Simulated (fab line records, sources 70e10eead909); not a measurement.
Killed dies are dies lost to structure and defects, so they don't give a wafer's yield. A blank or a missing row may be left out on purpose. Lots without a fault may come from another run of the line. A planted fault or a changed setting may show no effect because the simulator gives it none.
fab line records | flow nand_harc
record lots=6 wafers=18 last_day=33
route steps=1302 shown A_CHANNEL_FILL_D2@616 END@1302
lots that met no fault: from a run of the same line without faults
start_h: hours from the record's first day to the start of the lot's first wafer shown | wait_h: hours since the lot's step before | " the same as in the row above | L1.1+2: a row that stands for several wafers | - no value, or no start given | * or withheld: withheld | < > ~ a bound
route shown NAME@n: a module of which the file shows steps, and the number in the route of the first | usual: mean/standard deviation of fault-free wafers | same: alike in all rows | chamber/n: place in a boat | sites: the reading at each site | _std_site: their standard deviation | _edge_site: outer sites' mean less inner sites' | radius_mm: how far each site lies from the wafer's centre | mask NAME#n: copy n | behind: the tool/chamber that last shaped the wafer | hold: why the lot was held/for how many hours/how that ended | device: the transistor (n, p or np) that didn't switch | end of line: the same wafers' tests at the end of the route | a step without rows: its recipe alone | killed: dies lost to structure and defects at the first sort, not the wafer's yield | map: a wafer's dies, x killed, . not, _ none there
set.NAME: the setting as run; set.NAME@STEP: as run at that earlier step | model.NAME: the simulator's own value behind a step, which no gauge read
lots at some steps of the route; a table a step, a row a wafer
services: from which hour (start_h, from the record's first day; less than 0 if before it) a tool's chamber was out of use, for how many hours, and why
## steps
# step NHARC_A_CHANNEL_FILL_D2_ALD_16
# recipe target_thk_a=15 pulse_time_s=10 ald_cycles=15 temp_c=300 material=SiO2
# usual heater_power_w=485/79 precursor_pulse_height_rel=1.002/0.019
# columns lot.wafer tool chamber start_h wait_h heater_power_w precursor_pulse_height_rel
L729.1 ald_hk-04 0 333.08 0.1 500 0.987
L729.4 " 2 " " 460 0.972
L729.6 " 0 " " 511 1.006
L732.4 ald_hk-01 0 381.39 0.1 430 1.017
L732.1 " 1 " " 443 1.007
L732.6 " 0 " " 430 1.012
L743.1 ald_hk-03 1 490.07 0.2 438 1.013
L743.3 " 3 " " 461 0.993
L743.5 " 2 " " 663 1.011
L742.1 ald_hk-03 1 490.26 0.4 442 1.035
L742.3 " 2 " " 667 0.963
L742.4 " 3 " " 454 1.029
L745.3 ald_hk-01 3 514.85 0.1 419 1.056
L745.2 " 0 " " 434 0.997
L745.5 " 3 " " 426 1.009
L746.3 ald_hk-01 1 518.79 0.1 459 1.022
L746.2 " 2 " " 572 0.997
L746.6 " 0 " " 433 0.977
# step NHARC_A_CHANNEL_FILL_D2_ANNEAL_17
# recipe temp_c=850 time_s=1800
# step NHARC_A_CHANNEL_FILL_D2_CVD_18
# recipe target_thk_a=30 temp_c=550 material=poly-Si
# step NHARC_A_CHANNEL_FILL_D2_ETCHBACK_19
# recipe target_depth_a=50 time_s=1.7 hbr_flow_sccm=150 cl2_flow_sccm=50 rf_w=400 icp_w=400 bias_w=100 chemistry=HBr/Cl2
# usual bias_w=100.0/0.32 drypump_motor_current_A=5.7/0.48 oes_product_au=1.000/0.011 rf_fwd_power_W=390.3/1.1 throttle_valve_pct=26.406/0.0099
# same time_s=1.7
# columns lot.wafer tool chamber start_h wait_h bias_w drypump_motor_current_A oes_product_au rf_fwd_power_W rf_hours_counter_h throttle_valve_pct
L729.4 rie_si-01 2 344.87 0.4 99.8 6.6 1.012 390.1 0.8 26.408
L729.1 " 0 " " 100.2 5.8 1.008 388.7 0.9 26.422
L729.6 " 1 " " 100.2 5.0 1.010 389.9 - 26.402
L732.4 rie_si-02 0 393.18 0.4 99.5 5.5 1.017 391.9 0.6 26.394
L732.1 " 2 " " 99.8 5.9 0.995 393.2 0.8 26.401
L732.6 " 0 " " 99.6 5.5 1.016 390.9 - 26.395
L742.4 rie_si-01 2 501.95 0.4 99.6 6.7 0.991 389.5 0.9 26.422
L742.3 " 3 " " 100.3 5.4 0.987 392.9 0.9 26.393
L742.1 " 0 " " 99.5 5.8 0.989 391.3 0.9 26.398
L743.3 rie_si-02 2 501.96 0.4 100.0 5.9 0.999 390.0 0.2 26.405
L743.1 " 0 " " 100.3 5.5 1.020 389.8 0.3 26.408
L743.5 " 1 " " 99.6 6.0 0.986 390.4 - 26.423
L745.2 rie_si-06 0 527.29 0.4 100.4 5.5 0.997 391.0 0.5 26.408
L745.3 " 2 " " 99.5 6.2 1.021 387.2 0.5 26.410
L745.5 " 1 " " 99.7 5.1 0.995 390.0 - 26.398
L746.3 rie_si-02 2 531.13 0.4 100.2 5.9 1.000 390.6 0.4 26.385
L746.2 " 1 " " 100.3 6.0 0.986 388.8 0.2 26.416
L746.6 " 2 " " 100.3 5.9 1.000 388.9 - 26.403
# step NHARC_A_CHANNEL_FILL_D2_ETCHBACK_20
# recipe target_depth_a=270 time_s=13.5 c4f8_flow_sccm=withheld o2_flow_sccm=8 ar_flow_sccm=withheld rf_w=600 bias_w=1500 chemistry=C4F8/O2/Ar
# step NHARC_A_CHANNEL_FILL_D2_STRIP_28
# recipe time_s=20 o2_flow_sccm=500 ar_flow_sccm=0 bias_w=0 chemistry=O2
# usual drypump_motor_current_A=5.9/0.57 oes_product_au=1.003/0.01 rf_vpp_V=57.8/0.77 showerhead_plenum_p_Torr=3.55/0.14 throttle_valve_pct=17.036/0.0097
# same bias_w=0 time_s=20
# columns lot.wafer tool chamber start_h wait_h drypump_motor_current_A oes_product_au rf_hours_counter_h rf_vpp_V showerhead_plenum_p_Torr throttle_valve_pct
L729.4 rie_diel-08 1 345.08 0.1 6.0 1.003 3.9 58.6 3.64 17.033
L729.1 " 0 " " 6.1 1.004 4.2 57.4 3.34 17.029
L729.6 " 1 " " 6.0 0.997 - 57.4 3.64 17.029
L732.4 rie_diel-04 0 393.40 0.1 5.6 1.001 1.1 57.8 3.60 17.047
L732.1 " 2 " " 5.9 1.005 1.2 57.6 3.70 17.044
L732.6 " 0 " " 5.6 0.998 - 58.6 3.60 17.032
L743.3 rie_diel-04 1 502.17 0.1 6.4 0.986 5.1 57.9 3.66 17.035
L743.1 " 0 " " 5.6 1.000 5.3 57.4 3.60 17.048
L743.5 " 1 " " 6.4 0.995 - 59.5 3.66 17.033
L742.4 rie_diel-08 0 502.17 0.1 6.1 1.008 2.8 57.3 3.34 17.031
L742.1 " 1 " " 6.0 0.993 3.0 57.3 3.63 17.057
L742.3 " 2 " " 4.8 0.992 3.0 57.0 3.71 17.030
L745.2 rie_diel-08 0 527.51 0.1 6.1 1.020 3.3 58.2 3.34 17.036
L745.3 " 1 " " 6.0 0.995 3.4 59.2 3.63 17.048
L745.5 " 3 " " 6.6 1.018 - 58.8 3.43 17.036
L746.3 rie_diel-03 3 531.35 0.1 5.7 0.984 12.8 57.4 3.63 17.029
L746.2 " 1 " " 5.3 1.002 12.1 56.9 3.28 17.042
L746.6 " 3 " " 5.7 0.994 - 58.3 3.63 17.042
# step NHARC_A_CHANNEL_FILL_D2_PRECLEAN_21
# recipe time_s=30 chemistry=dHF
# step NHARC_A_CHANNEL_FILL_D2_SRD_23
# step NHARC_A_CHANNEL_FILL_D2_CVD_05
# recipe target_thk_a=50 temp_c=550 material=poly-Si
# step NHARC_A_CHANNEL_FILL_D2_ANNEAL_22
# recipe temp_c=620 time_s=7200
# step NHARC_A_CHANNEL_FILL_D2_ALD_25
# recipe target_thk_a=600 pulse_time_s=10 ald_cycles=600 temp_c=300 material=SiOx
# usual heater_power_w=486/68 precursor_pulse_height_rel=0.999/0.02
# columns lot.wafer tool chamber start_h wait_h heater_power_w precursor_pulse_height_rel
L729.1 ald_hk-04 0 356.36 0.1 494 1.002
L729.4 " 3 358.14 1.8 484 0.969
L729.6 " 0 " " 505 0.992
L732.4 ald_hk-04 1 406.42 1.3 517 0.991
L732.1 " 2 " " 480 0.984
L732.6 " 3 " " 491 1.022
L742.3 ald_hk-03 0 514.07 0.1 425 1.002
L742.1 " 1 " " 453 1.029
L742.4 " 2 " " 688 1.013
L743.1 ald_hk-04 0 515.33 1.3 497 0.990
L743.3 " 1 " " 494 1.020
L743.5 " 3 517.20 3.2 492 0.980
L745.2 ald_hk-03 3 539.43 0.1 457 1.011
L745.3 " 1 541.92 2.5 447 1.015
L745.5 " 3 544.42 5.0 470 0.955
L746.2 ald_hk-04 2 543.16 0.1 468 0.989
L746.3 " 1 545.01 1.9 485 1.007
L746.6 " 2 " " 478 1.011
# step NHARC_A_CHANNEL_FILL_D2_ETCHBACK_08
# recipe target_depth_a=2200 time_s=110 c4f8_flow_sccm=20 ar_flow_sccm=withheld rf_w=600 bias_w=300 chemistry=C4F8
# usual oes_product_au=0.96/0.035 rf_fwd_power_W=596.6/2 rf_vpp_V=441.9/2.6 run_length_s=131.4/0.47
# columns lot.wafer tool chamber start_h wait_h oes_product_au rf_fwd_power_W rf_hours_counter_h rf_vpp_V run_length_s
L729.1 rie_diel-08 3 361.81 - 0.94 595.8 4 438.9 131.2
L729.4 " 0 " " 0.93 593.6 - 436.9 131.4
L729.6 " 3 " " 0.94 594.1 - 439.9 131.3
L732.4 rie_diel-04 1 410.76 - 0.92 600.2 2 442.9 131.3
L732.1 " 3 " " 0.94 599.5 2 441.3 132.0
L732.6 " 0 " " 0.92 593.6 - 442.0 130.8
L742.4 rie_diel-04 2 519.58 - 0.99 599.5 6 443.6 144.6
L742.3 " 0 " " 0.99 597.4 6 442.4 143.9
L742.1 " 1 " " 0.99 596.1 6 442.6 144.8
L743.1 rie_diel-04 2 519.71 - 0.93 597.4 6 444.4 144.6
L743.3 " 3 " " 0.93 598.5 6 439.4 144.8
L743.5 " 1 " " 0.92 596.4 - 442.5 144.9
L746.2 rie_diel-03 1 548.74 - 0.92 596.0 13 436.0 130.5
L746.3 " 2 " " 0.92 596.3 13 441.7 131.2
L746.6 " 0 " " 0.91 597.4 - 443.9 131.7
L745.2 rie_diel-03 1 548.83 - 1.00 596.6 13 436.6 130.6
L745.3 " 2 " " 1.00 596.9 13 443.4 131.2
L745.5 " 3 " " 0.99 597.0 - 443.8 131.8
# step NHARC_A_CHANNEL_FILL_D2_STRIP_29
# recipe time_s=20 o2_flow_sccm=500 ar_flow_sccm=0 bias_w=0 chemistry=O2
# usual drypump_motor_current_A=5.8/0.51 oes_product_au=1.001/0.01 rf_vpp_V=57.9/0.92 showerhead_plenum_p_Torr=3.57/0.14 throttle_valve_pct=17.036/0.0094
# same bias_w=0 time_s=20
# columns lot.wafer tool chamber start_h wait_h drypump_motor_current_A oes_product_au rf_hours_counter_h rf_vpp_V showerhead_plenum_p_Torr throttle_valve_pct
L729.1 rie_diel-08 0 361.96 0.1 6.1 1.008 4 55.9 3.34 17.026
L729.6 " 3 " " 6.6 1.010 - 56.1 3.43 17.054
L729.4 " 1 " " 6.0 1.004 - 57.6 3.64 17.029
L732.4 rie_diel-04 2 - - 5.8 1.004 2 56.8 3.70 17.022
L732.1 " 0 " " 5.6 0.996 2 58.4 3.60 17.035
L732.6 " 2 " " 5.9 1.015 - 57.6 3.70 17.045
L742.3 rie_diel-04 1 - - 6.5 0.998 6 58.8 3.66 17.043
L742.1 " 3 " " 6.2 1.003 6 58.0 3.51 17.039
L742.4 " 0 " " 5.6 0.999 6 57.2 3.60 17.029
L743.3 rie_diel-04 0 - - 5.6 0.998 6 58.6 3.60 17.033
L743.1 " 2 " " 5.9 1.003 6 59.6 3.69 17.032
L743.5 " 3 " " 6.2 0.995 - 58.6 3.51 17.046
L746.2 rie_diel-03 0 - - 5.7 1.016 15 58.7 3.68 17.038
L746.3 " 2 " " 5.1 1.013 13 58.5 3.69 17.025
L746.6 " 0 " " 5.7 1.001 - 58.6 3.68 17.028
L745.3 rie_diel-03 1 - - 5.3 1.009 14 56.2 3.28 17.032
L745.2 " 2 " " 5.2 1.012 13 59.7 3.69 17.057
L745.5 " 1 " " 5.3 1.011 - 56.6 3.28 17.036
# step NHARC_END_SORT_01
# recipe temp_c=25
# usual killed_at_array=59/24 killed_at_other=0.7/1.2 killed_at_periphery=3.5/2.6 killed_dies=63/24 killed_open=3.2/2.1 killed_short=2.4/1.5
# same gross_dies=677
# columns lot.wafer tool chamber start_h wait_h killed_at_array killed_at_other killed_at_periphery killed_dies killed_open killed_short
L729.1 prober-02 0 592.25 2.5 95 0 8 103 5 1
L729.4 prober-02 0 594.69 3.5 109 0 4 113 9 3
L729.6 prober-02 0 596.33 4.1 117 0 4 121 2 2
L742.1 prober-02 0 766.60 2.5 71 0 1 72 0 2
L742.3 prober-02 0 768.20 3.1 75 0 4 79 5 1
L742.4 prober-02 0 769.00 3.4 75 0 8 83 4 3
# killed by level:class
L729.1 A_SLIT:chamber_film_flake=28 A_CHANNEL_HOLE_D2:chamber_film_flake=25 A_CHANNEL_HOLE_D1:chamber_film_flake=24 A_CONTACT:chamber_film_flake=11 P_M1:chamber_film_flake=4 A_STAIRCASE:chamber_film_flake=3 P_CONTACT:geometric_particle:open=2 P_ZERO_WELL:geometric_particle:open=1
L729.4 A_CHANNEL_HOLE_D2:chamber_film_flake=34 A_CHANNEL_HOLE_D1:chamber_film_flake=28 A_SLIT:chamber_film_flake=21 A_STAIRCASE:chamber_film_flake=5 A_CONTACT:chamber_film_flake=5 A_ONON_D1:geometric_particle:open=4 A_BONDPAD:chamber_film_flake=3 A_M0:geometric_particle:open=2
L729.6 A_CHANNEL_HOLE_D1:chamber_film_flake=39 A_CHANNEL_HOLE_D2:chamber_film_flake=36 A_SLIT:chamber_film_flake=28 A_CONTACT:chamber_film_flake=7 A_STAIRCASE:chamber_film_flake=3 P_M1:chamber_film_flake=2 P_M2:geometric_particle:short=1 A_CHANNEL_FILL_D1:geometric_particle:open=1
L742.1 A_CHANNEL_HOLE_D1:chamber_film_flake=35 A_CHANNEL_HOLE_D2:chamber_film_flake=21 A_CONTACT:chamber_film_flake=9 A_SLIT:chamber_film_flake=3 A_ONON_D1:geometric_particle:short=1 A_ONON_D2:geometric_particle:short=1 P_ZERO_WELL:chamber_film_flake=1 A_STAIRCASE:chamber_film_flake=1
L742.3 A_CHANNEL_HOLE_D1:chamber_film_flake=38 A_CHANNEL_HOLE_D2:chamber_film_flake=23 A_CONTACT:chamber_film_flake=6 A_SLIT:chamber_film_flake=3 A_BLC:geometric_particle:open=2 P_GATE:chamber_film_flake=2 P_CONTACT:geometric_particle:open=1 A_ONON_D2:geometric_particle:open=1
L742.4 A_CHANNEL_HOLE_D1:chamber_film_flake=32 A_CHANNEL_HOLE_D2:chamber_film_flake=24 A_CONTACT:chamber_film_flake=12 A_DECK1_JOINT:geometric_particle:short=2 P_STI:chamber_film_flake=2 P_GATE:chamber_film_flake=2 A_SLIT:chamber_film_flake=2 P_GATE:geometric_particle:open=1
## services
# columns tool chamber start_h hours kind
rie_diel-08 2 309.89 3.1 repair
rie_diel-03 0 317.86 50.9 repair
rie_si-02 3 350.02 1.6 repair
rie_si-02 2 353.66 7.4 repair
rie_diel-04 - 354.90 9.0 pm
rie_diel-08 2 359.86 12.1 repair
rie_diel-08 - 367.80 9.0 pm
rie_si-01 - 370.00 9.0 pm
rie_si-02 3 379.29 2.2 repair
rie_diel-03 0 381.76 6.8 repair
ald_hk-03 - 392.64 10.0 pm
rie_diel-08 0 415.25 4.6 repair
rie_diel-04 - 423.73 1.5 repair
ald_hk-04 - 432.72 10.0 pm
rie_diel-04 0 448.32 3.1 repair
rie_si-02 1 448.72 3.7 repair
rie_si-02 - 454.00 9.0 pm
rie_diel-04 1 455.32 11.3 repair
rie_diel-03 - 458.30 9.0 pm
rie_si-02 1 466.64 27.5 repair
ald_hk-01 - 471.15 0.5 repair
ald_hk-01 - 474.99 10.0 pm
rie_diel-04 - 531.90 9.0 pm
rie_diel-08 - 544.80 9.0 pm
## key
first_sign step=NHARC_A_CHANNEL_FILL_D2_ETCHBACK_08 reading=run_length_s direction=up sigmas=28 usual=* struck=*
effect none on later readings
met_at NHARC_A_CHANNEL_FILL_D2_ETCHBACK_08
struck_wafers L742.1,L742.3,L742.4,L743.1,L743.3,L743.5
tester_left_out L742,L743
onset_between 410.76 519.58
fault kind=process_parameter_drift tool=rie_diel-04 chamber=- onset_h=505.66 steps=NHARC_A_CHANNEL_FILL_D2_ETCHBACK_08 channel=time_s offset=* shape=step end_h=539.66 acts_in=* stated=*
# tester_left_out: of these lots the tester's yield and bins aren't shown, on N5 and GAA mostly nor the transistor test; their killed dies are dies lost to structure and defects alone, not to doping, threshold or leakage, so they don't give the yield
